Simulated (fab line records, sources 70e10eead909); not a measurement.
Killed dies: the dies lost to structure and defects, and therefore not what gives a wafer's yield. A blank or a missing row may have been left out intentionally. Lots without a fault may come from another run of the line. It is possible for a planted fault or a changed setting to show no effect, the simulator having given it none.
Struck lot and sound lot, side by side | flow nandHarc | 14 steps out of a route of 1159
Sound: these wafers, L896.2, L896.4, L896.5. Wafers L908.2, L908.4, L908.6 were the ones struck. The cause is given at the end.
At each step with rows: each side's tool, then ch and its chambers, then its first start. Under that, the readings that differ: sound wafers | struck wafers | difference of the means | sigmas: that difference in standard deviations of wafers without a fault.
alike: a reading whose means differ by less than 2 such deviations, as well as words and numbers matching on both sides. not compared: withheld readings; readings where some wafer has no value; bounds like >300 that might hide an equal value; numbers whose values overlap and for which the record gives no deviation.
The two part at a step that has a row with sigmas, a row that says differs or no value, or rows on one side only. Numbers that don't overlap but have no deviation are shown without sigmas and don't part them. A reading that every wafer of one side lacks parts them only if that side has two wafers or more.

NHARC_A_BONDPAD_DEP_00: deposits SiCN, target thk 250 nm.
  sound on pecvd-01 ch 1,2, day 19 04:41; struck on pecvd-04 ch 0,1, day 21 04:56
reading               | sound       | struck      | difference | sigmas
heaterPowerOuterW (W) | 289 303 247 | 393 402 438 | +131       | +2
heaterPowerW (W)      | 479 507 461 | 707 700 707 | +222       | +2
  alike: showerheadVppV
  not compared: sinceWetCleanH
NHARC_A_BONDPAD_CMP_29: polishes SiCN, target thk 200 nm.
  sound on cmp-03 ch 0,2,3, day 19 05:10; struck on cmp-02 ch 1,2, day 21 05:18
  alike: edgeZonePressureFrac, motorCurrentA
NHARC_A_BONDPAD_THK_MEAS_30: measures by ellipsometry.
  sound on filmMetro-02, day 19 05:25; struck on filmMetro-02, day 21 05:33
reading    | sound             | struck            | difference | sigmas
thkNm (nm) | 200.1 199.3 198.0 | 201.2 205.2 202.6 | +3.9       | +3
then, 9 steps without rows for these wafers: NHARC_A_BONDPAD_SRD_31; NHARC_A_BONDPAD_DEHYDRATE_01 (time 120 s); NHARC_A_BONDPAD_HMDS_02 (time 30 s); NHARC_A_BONDPAD_COAT_33 (time 65 s); NHARC_A_BONDPAD_COAT_03 (resist thk 600 nm); NHARC_A_BONDPAD_SOFTBAKE_04 (time 70 s); NHARC_A_BONDPAD_EBR_05; NHARC_A_BONDPAD_EXPOSE_06 (exposes mask A BPAD); NHARC_A_BONDPAD_PEB_07 (peb time 80 s).
NHARC_A_BONDPAD_DEVELOP_08: time 50 s.
  struck on lithoTrack-02, day 21 06:00; sound on lithoTrack-02 ch 0, day 19 05:00
  no value came back on the struck wafers for chillPlateTempC (C), developerTempC (C); on the sound wafers chillPlateTempC (C) reads 23.10 23.16 23.08
NHARC_A_BONDPAD_CD_MEAS_09 targets a cd of 500 nm.
  sound on cdSem-03 ch 0, day 19 05:51; struck on cdSem-02 ch 0, day 21 06:07
  alike: cdNm

## WHERE THEY PART
Earliest at NHARC_A_BONDPAD_DEP_00; latest, in this record, at NHARC_A_BONDPAD_DEVELOP_08. Later steps at which nothing parts them and some readings are alike: NHARC_A_BONDPAD_CD_MEAS_09.

WHY: what had been put in by the simulator
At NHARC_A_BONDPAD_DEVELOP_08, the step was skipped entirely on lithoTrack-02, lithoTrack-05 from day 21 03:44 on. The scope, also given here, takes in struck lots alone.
